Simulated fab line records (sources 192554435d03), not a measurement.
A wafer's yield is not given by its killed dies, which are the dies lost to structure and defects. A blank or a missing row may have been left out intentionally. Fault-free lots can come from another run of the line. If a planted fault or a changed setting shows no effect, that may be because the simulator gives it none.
fab line records	flow n5-finfet
[record] lots = 6	wafers = 16	last-day = 17
route steps=1938 shown STI_FIN_REVEAL@184 BEOL_M4@1111 PASSIVATION@1936
lots that met no fault: taken from a fault-free run of the same line
start-h: the number of hours between the record's first day and the start of the first shown wafer of the lot	wait-h: hours elapsed since this lot's preceding step	" as in the row above	L1.1+2: one row covering several wafers at once	- no value, or no start given	* or withheld: withheld	< > ~ a bound
route shown NAME@n: names a module that has steps shown in the file, with the first one's number in the route	usual: mean/standard deviation of fault-free wafers	same: alike in all rows	chamber/n: place in a boat	sites: the reading at each site	_std_site: standard deviation of those values	_edge_site: outer sites' mean less inner sites'	radius-mm: for every site, how far away it sits from the centre of the wafer	mask NAME#n: copy n	behind: the last tool/chamber to shape the wafer	hold: reason for holding the lot/hours on hold/outcome of the hold	device: which transistor (n, p or np) failed to switch	end of line: the route-end tests of the same wafers	a step given without rows: its recipe and nothing more	killed: at the first sort, the dies lost to defects and structure; wafer yield is something else	map: a wafer's dies, x killed, . not, _ none there
set.NAME: the setting that was run; set.NAME@STEP: the one run at that earlier step	model.NAME: the simulator's own value behind a step, which no gauge read
a table for each step, a row for each wafer; lots at some steps of the route
services: a tool's chamber out of use, with start hour (start-h, from the record's first day; less than 0 if before it), hours out, and reason
[[steps]]
[step N5_STI_FIN_REVEAL_ALD_14]
[recipe] material = Si3N4	target-thk-a = 30	temp-c = 400	ald-precursor-family = SiH2I2	ald-co-reactant = N2/H2-plasma	pressure-torr = 2
[step N5_STI_FIN_REVEAL_FCVD_FILL_01]
[recipe] material = SiO2_flowable	target-thk-a = 3120	temp-c = 100	pressure-torr = 0.8	rf-w = 2000	time-s = 512.2
[step N5_STI_FIN_REVEAL_DENSIFY_02]
[recipe] temp-c = 650	ambient = steam	time-s = 1800	idle-temp-c = 400	densification-p-h2o-torr = 640
[step N5_STI_FIN_REVEAL_CMP_04]
[recipe] stop-on = Si3N4	t-overpolish-s = 4	down-force-psi = 2	platen-rpm = 54.18	post-cmp-clean = alkaline-brush	pad-velocity-m-s = 1.078	target-thk-nm = 131.83
[step N5_STI_FIN_REVEAL_THK_MEAS_05]
[usual] thk-nm = 131.8/1.7
lot.wafer	tool	chamber	start-h	wait-h	thk-nm
L692.1	film-metro-02	-	33.67	-	131.3
L692.3	"	-	"	"	130.3
L692.6	"	-	"	"	131.8
L699.1	film-metro-01	-	75.46	-	135.6
L699.2	"	-	"	"	132.6
L699.5	"	-	"	"	131.5
L700.4	film-metro-02	-	81.16	-	131.0
L700.6	"	-	"	"	132.7
L710.1	film-metro-02	-	141.47	-	132.3
L710.3	"	-	"	"	129.2
L710.5	"	-	"	"	132.5
L711.4	film-metro-01	-	147.33	-	127.8
L711.6	"	-	"	"	128.9
L712.2	film-metro-01	-	154.21	-	130.5
L712.3	"	-	"	"	131.3
L712.4	"	-	"	"	132.3
[step N5_STI_FIN_REVEAL_DENSIFY_30]
[recipe] temp-c = *	time-s = *	ambient = N2	idle-temp-c = 600	ramp-up-c-per-s = 150	ramp-down-c-per-s = 60	cool-to-c = 600
[usual] lamp-power-pct = 11.54/0.052	lamp_zone_6_pct = 11.452/0.016	wafer_temp_C_max = *
lot.wafer	tool	chamber	start-h	wait-h	lamp-power-pct	lamp_zone_6_pct	wafer_temp_C_max
L692.1	rtp-anneal-02	0	33.70	0.0	11.48	11.485	*
L692.3	"	0	"	"	11.58	11.435	*
L692.6	"	0	"	"	11.55	11.451	*
L699.1	rtp-anneal-01	0	75.49	0.0	11.45	11.463	*
L699.2	"	0	"	"	11.50	11.465	*
L699.5	"	0	"	"	11.56	11.441	*
L700.4	rtp-anneal-01	0	81.28	0.1	11.59	11.468	*
L700.6	"	0	"	"	11.51	11.427	*
L710.1	rtp-anneal-01	0	141.67	0.2	11.56	11.441	*
L710.3	"	0	"	"	11.55	11.437	*
L710.5	"	0	"	"	11.50	11.474	*
L711.4	rtp-anneal-01	0	147.56	0.2	11.54	11.443	*
L711.6	"	0	"	"	11.54	11.450	*
L712.2	rtp-anneal-01	0	154.27	0.1	11.56	11.438	*
L712.3	"	0	"	"	11.61	11.463	*
L712.4	"	0	"	"	11.58	11.466	*
[step N5_STI_FIN_REVEAL_ETCHBACK_08]
[recipe] chemistry = C4F6/O2	target = SiO2	target-depth-a = 305	time-s = 10.167	ion-energy-ev = 250	pressure-mtorr = 30	source-w = 345	bias-w = 185	Ar_flow_sccm = 300	C4F6_flow_sccm = 10	O2_flow_sccm = 10
[step N5_STI_FIN_REVEAL_STRIP_24]
[recipe] chemistry = N2/H2	time-s = 90	power-w = 100	temp-c = 40	pressure-mtorr = 100	rf-frequency-hz = 6e+07	bias-power-w = 3	n2-flow-sccm = 300	h2-flow-sccm = 300
[usual] drypump-motor-current-A = 5.6/0.37	oes-product-au = 0.79/0.094	rf-vpp-V = 45.3/0.82	showerhead-plenum-p-Torr = 3.38/0.11	throttle-valve-pct = 12.19/0.27
lot.wafer	tool	chamber	start-h	wait-h	drypump-motor-current-A	oes-product-au	rf-hours-counter-h	rf-vpp-V	showerhead-plenum-p-Torr	throttle-valve-pct
L692.1	rie-diel-01	0	34.08	0.0	6.0	0.71	244	44.4	3.30	12.42
L692.3	"	3	"	"	6.0	0.75	151	44.6	3.52	12.28
L692.6	"	3	"	"	5.9	0.75	-	45.8	3.52	12.30
L699.1	rie-diel-01	3	75.74	0.0	5.9	0.73	168	44.0	3.51	12.33
L699.2	"	2	"	"	5.4	0.89	33	45.3	3.42	11.79
L699.5	"	0	"	"	6.0	1.03	-	45.0	3.30	11.78
L700.4	rie-diel-01	0	81.48	0.0	6.0	1.03	-	44.6	3.30	11.79
L700.6	"	2	"	"	5.4	0.90	-	43.7	3.42	11.79
L710.1	rie-diel-04	3	142.11	0.0	5.1	0.66	245	44.4	3.48	12.33
L710.3	"	1	"	"	5.6	0.71	225	45.5	3.22	12.53
L710.5	"	1	"	"	5.6	0.71	-	45.1	3.22	12.51
L711.4	rie-diel-01	0	147.83	0.0	6.1	0.94	27	44.7	3.29	11.85
L711.6	"	3	"	"	5.9	0.71	-	46.4	3.50	12.41
L712.2	rie-diel-01	1	154.49	0.0	5.2	0.78	142	46.0	3.37	12.26
L712.3	"	0	"	"	6.0	0.94	29	45.5	3.28	11.85
L712.4	"	2	"	"	5.4	0.85	60	45.4	3.41	11.86
[step N5_STI_FIN_REVEAL_PRECLEAN_25]
[recipe] chemistry = SPM	time-s = 90	temp-c = 120	mix = 4:1
[step N5_STI_FIN_REVEAL_PRECLEAN_26]
[recipe] chemistry = SC1	time-s = 45	temp-c = 46	mix = 1:2:100
[step N5_STI_FIN_REVEAL_PRECLEAN_29]
[recipe] chemistry = DHF	time-s = 30	temp-c = 25	dilution = 300:1
[step N5_STI_FIN_REVEAL_SRD_12]
[recipe] time-s = 30	temp-c = 23	rinse-liquid = diw	dry = ipa-marangoni
[step N5_STI_FIN_REVEAL_RECESS_09]
[recipe] chemistry = HF/NH3	target = SiO2	afs-cycles = 11	target-depth-a = 425	temp-c = 30	sublimation-temp-c = 180	sublimation-time-s = 60
[usual] drypump-motor-current-A = 5.9/0.36	sublimation-temp-c = 180.00/0.13
lot.wafer	tool	chamber	start-h	wait-h	drypump-motor-current-A	sublimation-temp-c
L692.1	vapor-etch-02	1	34.29	0.0	5.7	180.13
L692.3	"	0	"	"	6.1	179.97
L692.6	"	0	"	"	6.1	179.89
L699.1	vapor-etch-01	0	75.95	0.0	5.4	180.12
L699.2	"	1	"	"	6.3	180.07
L699.5	"	0	77.01	1.1	5.5	180.14
L700.4	vapor-etch-01	1	82.18	0.6	6.3	179.95
L700.6	"	1	"	"	6.3	180.04
L710.1	vapor-etch-02	0	142.40	0.0	6.2	179.88
L710.3	"	1	"	"	5.7	179.88
L710.5	"	1	"	"	5.7	180.00
L711.4	vapor-etch-01	1	148.57	0.6	6.3	179.99
L711.6	"	1	"	"	6.3	179.93
L712.2	vapor-etch-01	1	154.77	0.1	6.3	180.28
L712.3	"	0	"	"	5.4	180.02
L712.4	"	1	"	"	6.3	180.14
[step N5_STI_FIN_REVEAL_STRIP_16]
[recipe] chemistry = H3PO4	material = SiNx	temp-c = 165	target-depth-a = 238	overetch-fraction = 0.4964	dry = ipa-marangoni
[step N5_STI_FIN_REVEAL_PRECLEAN_17]
[recipe] chemistry = NF3:NH3	afs-cycles = 1	temp-c = 30	time-s = 20	sublimation-temp-c = 180	sublimation-time-s = 60	pressure-torr = 3	rf-power-w = 30
[step N5_STI_FIN_REVEAL_ETCH_34]
[recipe] chemistry = H2	mode = isotropic	material = Si	target = Si	target-depth-a = 9.7	temp-c = 20	pressure-mtorr = 4.5	icp-w = 300	bias-w = 0	h2-flow-sccm = 7.5	he-flow-sccm = 142.5
[usual] drypump-motor-current-A = 5.6/0.45	oes-product-au = 1.000/0.017	throttle-valve-pct = 26.3/0.55
lot.wafer	tool	chamber	start-h	wait-h	drypump-motor-current-A	oes-product-au	rf-hours-counter-h	throttle-valve-pct
L692.1	rie-si-03	3	36.38	0.2	6.6	0.987	25	26.5
L692.3	"	2	"	"	5.5	1.009	48	26.0
L692.6	"	3	"	"	6.6	0.987	-	26.6
L699.1	rie-si-03	2	78.04	0.2	5.5	1.012	49	26.0
L699.2	"	0	"	"	5.1	1.034	81	26.5
L699.5	"	0	"	"	5.1	1.020	-	26.5
L700.4	rie-si-06	1	83.74	0.1	5.7	0.986	68	26.7
L700.6	"	0	"	"	5.6	1.005	-	26.6
L710.1	rie-si-06	3	144.49	0.2	5.5	1.006	79	25.3
L710.3	"	0	"	"	5.6	1.011	24	26.7
L710.5	"	3	"	"	5.5	0.995	-	25.3
L711.4	rie-si-03	2	150.13	0.1	5.6	0.998	50	26.0
L711.6	"	1	"	"	4.8	0.958	-	26.7
L712.2	rie-si-06	2	156.86	0.1	5.2	1.008	135	26.8
L712.3	"	3	"	"	5.5	0.998	79	25.3
L712.4	"	1	"	"	5.7	0.980	-	26.7
[step N5_STI_FIN_REVEAL_OXIDATION_31]
[recipe] chemistry = O2_PLASMA_REMOTE	temp-c = 150	time-s = 20	pressure-mtorr = 1000	source-power-w = 2000	o2-flow-sccm = 3000
[usual] drypump-motor-current-A = 5.9/0.78	heater-power-w = 141/5.6	temp-c-max = 150.9/0.34
lot.wafer	tool	chamber	start-h	wait-h	drypump-motor-current-A	heater-power-w	rf-hours-counter-h	temp-c-max
L692.1	plasma-asher-01	1	36.44	0.0	6.6	138	77	151.2
L692.3	"	0	"	"	5.4	144	-	150.8
L692.6	"	1	"	"	6.5	141	-	151.2
L699.1	plasma-asher-01	1	78.11	0.0	6.6	140	83	151.1
L699.2	"	0	"	"	5.4	148	83	151.2
L699.5	"	1	"	"	6.6	143	-	151.2
L700.4	plasma-asher-01	1	83.82	0.1	6.6	137	-	151.1
L700.6	"	0	"	"	5.4	147	-	150.9
L710.1	plasma-asher-01	1	144.55	0.0	6.6	135	95	150.9
L710.3	"	1	"	"	6.5	138	-	151.0
L710.5	"	1	"	"	6.5	142	-	151.1
L711.4	plasma-asher-02	1	150.24	0.1	4.8	131	-	150.6
L711.6	"	1	"	"	4.8	133	-	150.5
L712.2	plasma-asher-01	1	156.92	0.0	6.5	140	97	151.0
L712.3	"	1	"	"	6.6	141	-	151.1
L712.4	"	0	"	"	5.4	147	-	151.2
[step N5_STI_FIN_REVEAL_PRECLEAN_32]
[recipe] chemistry = NF3:NH3	afs-cycles = 1	temp-c = 30	time-s = 20	sublimation-temp-c = 180	sublimation-time-s = 60	pressure-torr = 3	rf-power-w = 30
[step N5_STI_FIN_REVEAL_STRIP_35]
[recipe] chemistry = H3PO4	material = Si3N4	temp-c = 165	target-depth-a = 40	time-s = 39
[step N5_STI_FIN_REVEAL_SRD_21]
[recipe] dry = ipa-marangoni	time-s = 30	temp-c = 23	rinse-liquid = diw
[step N5_STI_FIN_REVEAL_OXIDATION_33]
[recipe] chemistry = O2_PLASMA_REMOTE	temp-c = 150	time-s = 20	pressure-mtorr = 1000	source-power-w = 2000	o2-flow-sccm = 3000
[usual] drypump-motor-current-A = 5.9/0.78	heater-power-w = 141/5.2	temp-c-max = 150.9/0.34
lot.wafer	tool	chamber	start-h	wait-h	drypump-motor-current-A	heater-power-w	rf-hours-counter-h	temp-c-max
L692.1	plasma-asher-02	0	36.80	0.0	6.7	140	29	150.6
L692.3	"	1	"	"	4.8	135	-	150.5
L692.6	"	0	"	"	6.8	138	-	150.7
L699.1	plasma-asher-01	0	78.46	0.0	5.4	145	83	151.0
L699.2	"	1	"	"	6.5	141	83	150.9
L699.5	"	0	"	"	5.4	147	-	150.8
L700.4	plasma-asher-02	0	84.17	0.0	6.7	140	-	150.8
L700.6	"	0	"	"	6.7	140	-	150.5
L710.1	plasma-asher-01	1	144.91	0.0	6.6	137	95	151.0
L710.3	"	1	"	"	6.6	142	-	151.5
L710.5	"	0	"	"	5.4	146	-	150.8
L711.4	plasma-asher-01	0	150.59	0.0	5.4	145	-	151.1
L711.6	"	0	"	"	5.4	149	-	151.7
L712.2	plasma-asher-02	0	157.27	0.0	6.8	140	55	151.5
L712.3	"	0	"	"	6.7	139	-	151.0
L712.4	"	1	"	"	4.8	133	-	150.3
[step N5_STI_FIN_REVEAL_CLEAN_19]
[recipe] chemistry = O3/DIW	temp-c = 25	time-s = 120	o3-ppm = 10
[step N5_STI_FIN_REVEAL_SRD_23]
[recipe] dry = ipa-marangoni	time-s = 30	temp-c = 23	rinse-liquid = diw
[step N5_STI_FIN_REVEAL_CD_MEAS_22]
[recipe] target-cd-nm = 6.238	pitch-nm = 28	polarity = line
[usual] cd-nm = 6.17/0.3
lot.wafer	tool	chamber	start-h	wait-h	cd-nm
L692.1	cd-sem-02	-	36.96	0.0	6.51
L692.3	"	-	"	"	6.09
L692.6	"	-	"	"	5.90
L699.1	cd-sem-03	-	78.63	0.0	6.22
L699.2	"	-	"	"	5.69
L699.5	"	-	"	"	5.99
L700.4	cd-sem-03	-	84.32	0.0	6.16
L700.6	"	-	"	"	6.09
L710.1	cd-sem-01	-	145.07	0.0	5.66
L710.3	"	-	"	"	6.41
L710.5	"	-	"	"	6.73
L711.4	cd-sem-01	-	150.74	0.0	6.27
L711.6	"	-	"	"	6.37
L712.2	cd-sem-03	-	157.43	0.0	6.26
L712.3	"	-	"	"	5.82
L712.4	"	-	"	"	5.84
[step N5_STI_FIN_REVEAL_FIN_H_MEAS_10]
[usual] trench-depth-nm = 52.2/0.88
lot.wafer	tool	chamber	start-h	wait-h	trench-depth-nm
L692.1	ocd-02	-	36.99	0.0	52.5
L692.3	"	-	"	"	51.3
L692.6	"	-	"	"	51.6
L699.1	ocd-01	-	78.66	0.0	51.7
L699.2	"	-	"	"	58.9
L699.5	"	-	"	"	52.1
L700.4	ocd-01	-	84.35	0.0	52.3
L700.6	"	-	"	"	59.1
L710.1	ocd-02	-	145.10	0.0	51.4
L710.3	"	-	"	"	51.2
L710.5	"	-	"	"	51.4
L711.4	ocd-02	-	150.77	0.0	52.2
L711.6	"	-	"	"	52.2
L712.2	ocd-02	-	157.47	0.0	52.4
L712.3	"	-	"	"	53.0
L712.4	"	-	"	"	53.3
[step N5_STI_FIN_REVEAL_PRECLEAN_18]
[recipe] chemistry = SC2	time-s = 45	temp-c = 35	mix = 1:1:50
[step N5_BEOL_M4_RC_MEAS_101]
[usual] DIBL_N = 36.1/2	DIBL_P = 36.3/2.4	IOFF_N = 0.15/0.035	IOFF_P = 0.21/0.039	ION_N = 672/15	ION_P = 463/9.7	SS_N = 71.5/0.7	SS_P = 73.2/0.75	VT_N = 251/3.6	VT_P = -250/3.8
lot.wafer	tool	chamber	start-h	wait-h	DIBL_N[mV/V]	DIBL_P[mV/V]	IOFF_N[nA/um]	IOFF_P[nA/um]	ION_N[uA/um]	ION_P[uA/um]	SS_N[mV/dec]	SS_P[mV/dec]	VT_N[mV]	VT_P[mV]
L692.1	prober-01	0	174.26	0.0	35.5	35.3	0.14	0.20	668	469	70.8	72.7	252	-247
L692.3	"	0	"	"	37.1	36.5	0.15	0.21	655	457	72.1	73.5	255	-249
L692.6	"	0	"	"	34.0	33.5	0.11	0.18	651	456	70.9	72.8	257	-251
L699.1	prober-01	0	214.21	0.5	38.2	39.3	0.22	0.26	686	465	72.3	73.7	244	-246
L699.2	"	0	"	"	33.0	33.1	0.14	0.18	709	485	71.1	72.1	249	-248
L699.5	"	0	"	"	34.5	35.1	0.15	0.20	671	459	71.5	73.7	248	-248
L700.4	prober-02	0	215.01	0.7	37.8	37.5	0.16	0.19	674	456	72.5	73.3	252	-255
L700.6	"	0	"	"	36.3	36.9	0.16	0.19	729	486	71.6	73.1	248	-254
L710.1	prober-02	0	284.39	0.0	36.1	35.6	0.13	0.18	652	458	71.1	73.5	256	-253
L710.3	"	0	"	"	39.0	39.6	0.20	0.26	683	470	71.3	74.1	247	-252
L710.5	"	0	"	"	38.8	40.2	0.18	0.25	683	464	72.2	74.4	250	-250
L711.4	prober-01	0	285.06	0.5	36.6	36.7	0.15	0.19	659	452	71.8	73.6	252	-252
L711.6	"	0	"	"	40.2	41.1	0.23	0.25	691	461	72.5	75.3	251	-251
L712.2	prober-02	0	287.76	0.2	34.8	35.7	0.15	0.20	672	462	71.9	73.3	249	-253
L712.3	"	0	"	"	34.1	34.4	0.13	0.18	670	461	70.5	73.1	253	-253
L712.4	"	0	"	"	32.9	33.3	0.11	0.16	663	462	70.8	71.8	254	-254
[step N5_PASSIVATION_PROBE_49]
[usual] defect-limited-yield = 91.1/1.6	killed_at_M0_to_M3 = 35/11	killed_at_M4_up = 13/5.4	killed-at-contacts = 13/6.5	killed-at-front-end = 40/14	killed-at-other = 4/3.1	killed-dies = 105/18	killed-open = 69/14	killed-short = 34/7.3	sort_bin_5_function = 5.2/0.96	sort_bin_6_memory = 3.4/0.77	sort_bin_8_speed = 0.02/0.13	sort-n-pass = 1075/19	sort-yield-pct = 91.1/1.6
[same] gross-dies = 1180	killed-at-back-side = 0	sort_bin_4_leakage[%] = 0
lot.wafer	tool	chamber	start-h	wait-h	defect-limited-yield[%]	killed_at_M0_to_M3	killed_at_M4_up	killed-at-contacts	killed-at-front-end	killed-at-other	killed-dies	killed-open	killed-short	sort_bin_5_function[%]	sort_bin_6_memory[%]	sort_bin_8_speed[%]	sort-n-pass	sort-yield-pct[%]
L692.1	prober-01	-	289.63	0.0	93.9	20	21	2	24	5	72	45	24	4.4	1.4	0	1108	93.9
L692.3	prober-01	-	289.73	0.1	90.6	38	21	17	34	1	111	75	35	5.3	3.8	0	1069	90.6
L692.6	prober-01	-	289.88	0.3	92.2	44	15	6	24	3	92	55	33	4.8	2.8	0	1088	92.2
L699.1	prober-02	-	317.57	0.0	92.1	28	21	10	32	2	93	55	35	4.4	2.8	0.08	1087	92.1
L699.2	prober-02	-	317.62	0.1	90.4	34	23	23	31	2	113	86	26	6.2	3.2	0	1067	90.4
L699.5	prober-02	-	317.77	0.2	91.7	21	9	20	43	5	98	71	26	4.2	3.6	0	1082	91.7
L710.3	prober-02	-	387.51	0.1	90.5	42	9	9	43	9	112	72	37	5.8	3.5	0	1068	90.5
L711.4	prober-02	-	398.61	0.2	91.3	55	8	13	27	0	103	68	34	5.5	3.0	0	1077	91.3
L711.6	prober-02	-	398.71	0.3	92.5	46	6	12	23	2	89	40	49	4.7	2.3	0	1091	92.5
// killed by level:class
L692.1 BEOL_M4:geometric-particle:open=10 STI_FIN_REVEAL:geometric-particle:open=7 BEOL_M0_SAQP:geometric-particle:open=7 BEOL_M0_SAQP:geometric-particle:short=4 BEOL_M5:geometric-particle:open=3 STARTING-WAFER:geometric-particle:short=3 STI_FIN_REVEAL:geometric-particle:short=2 DUMMY_GATE:geometric-particle:open=2
L692.3 MOL_CONTACT_COAG:geometric-particle:open=16 BEOL_M0_SAQP:geometric-particle:open=11 BEOL_M0_SAQP:geometric-particle:short=10 FIN_SAQP:geometric-particle:open=6 BEOL_M5:geometric-particle:open=6 STI_FIN_REVEAL:geometric-particle:open=5 GATE_CUT:geometric-particle:short=5 GATE_CUT:geometric-particle:open=4
L692.6 BEOL_M0_SAQP:geometric-particle:short=10 BEOL_M0_SAQP:geometric-particle:open=9 STI_FIN_REVEAL:geometric-particle:open=6 GATE_CUT:geometric-particle:short=6 BEOL_M3:geometric-particle:open=6 BEOL_M1:geometric-particle:open=5 BEOL_M2:geometric-particle:open=5 BEOL_M0_CUTY:coat-microbubble-printed=4
L699.1 MOL_CONTACT_COAG:geometric-particle:open=9 BEOL_M0_SAQP:geometric-particle:open=8 BEOL_M4:geometric-particle:short=7 FIN_SAQP:geometric-particle:open=6 BEOL_M0_SAQP:geometric-particle:short=6 BEOL_M3:geometric-particle:open=5 FIN_SAQP:geometric-particle:short=3 DUMMY_GATE:geometric-particle:open=3
L699.2 MOL_CONTACT_COAG:geometric-particle:open=18 BEOL_M2:geometric-particle:open=16 DUMMY_GATE:geometric-particle:open=9 FIN_SAQP:geometric-particle:open=8 BEOL_M3:geometric-particle:open=7 FIN_SAQP:geometric-particle:short=5 MOL_CONTACT_COAG:geometric-particle:short=5 BEOL_M8:geometric-particle:open=5
L699.5 MOL_CONTACT_COAG:geometric-particle:open=18 BEOL_M3:geometric-particle:open=8 FIN_SAQP:geometric-particle:short=7 GATE_CUT:geometric-particle:open=7 FIN_SAQP:geometric-particle:open=5 DUMMY_GATE:geometric-particle:open=5 BEOL_M1:geometric-particle:open=5 GATE_CUT:geometric-particle:short=4
L710.3 BEOL_M0_SAQP:geometric-particle:short=14 BEOL_M0_SAQP:geometric-particle:open=12 FIN_SAQP:geometric-particle:open=11 FIN_SAQP:geometric-particle:short=8 STI_FIN_REVEAL:geometric-particle:open=8 MOL_CONTACT_COAG:geometric-particle:open=8 BEOL_M4:geometric-particle:open=7 BEOL_M2:geometric-particle:open=5
L711.4 BEOL_M0_SAQP:geometric-particle:open=19 BEOL_M0_SAQP:geometric-particle:short=15 MOL_CONTACT_COAG:geometric-particle:open=10 BEOL_M2:geometric-particle:open=8 FIN_SAQP:geometric-particle:short=6 DUMMY_GATE:geometric-particle:open=6 BEOL_M4:geometric-particle:open=6 BEOL_M3:geometric-particle:open=5
L711.6 BEOL_M0_SAQP:geometric-particle:short=17 BEOL_M1:geometric-particle:open=7 MOL_CONTACT_COAG:geometric-particle:open=7 BEOL_M1:geometric-particle:short=7 MOL_CONTACT_COAG:geometric-particle:short=5 BEOL_M0_SAQP:geometric-particle:open=5 FIN_SAQP:geometric-particle:short=4 STARTING-WAFER:geometric-particle:short=4
[[services]]
tool	chamber	start-h	hours	kind
rie-si-06	0	9.92	10.5	repair
plasma-asher-01	-	23.97	1.7	repair
plasma-asher-02	-	25.68	2.8	pm
plasma-asher-01	-	32.61	1.2	repair
rie-diel-04	1	40.26	9.4	repair
rie-diel-01	-	42.74	2.8	pm
rie-diel-01	0	53.24	-	clean
rie-diel-01	0	53.24	-	consumable-replace:focus-ring
rie-diel-01	0	53.24	17.3	scheduled-down
rie-diel-01	0	53.24	17.3	vent-cycle
plasma-asher-01	-	56.34	2.8	pm
rie-diel-04	-	64.98	1.1	repair
vapor-etch-02	0	79.72	26.0	repair
rie-diel-01	1	81.27	3.3	repair
rie-diel-04	-	81.92	2.8	pm
rie-si-03	-	113.85	4.3	pm
rie-diel-04	0	146.67	-	clean
rie-diel-04	0	146.67	-	consumable-replace:focus-ring
rie-diel-04	0	146.67	13.9	scheduled-down
rie-diel-04	0	146.67	13.9	vent-cycle
rie-si-06	0	154.82	14.8	repair
[[key]]
[first-sign] step = N5_STI_FIN_REVEAL_FIN_H_MEAS_10	reading = trench-depth-nm	direction = up	sigmas = 7.7	usual = 52.2	struck = 59.0
effect none on later readings
met-at N5_STI_FIN_REVEAL_RECESS_09
struck-wafers L699.2,L700.6
[fault] kind = process-parameter-drift	tool = vapor-etch-01	chamber = -	onset-h = 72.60	steps = N5_STI_FIN_REVEAL_RECESS_09	channel = target-depth-a	offset = 57.397	shape = step	end-h = 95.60	scope = struck-wafers-only	acts-in = these-recipes-only	stated = 425
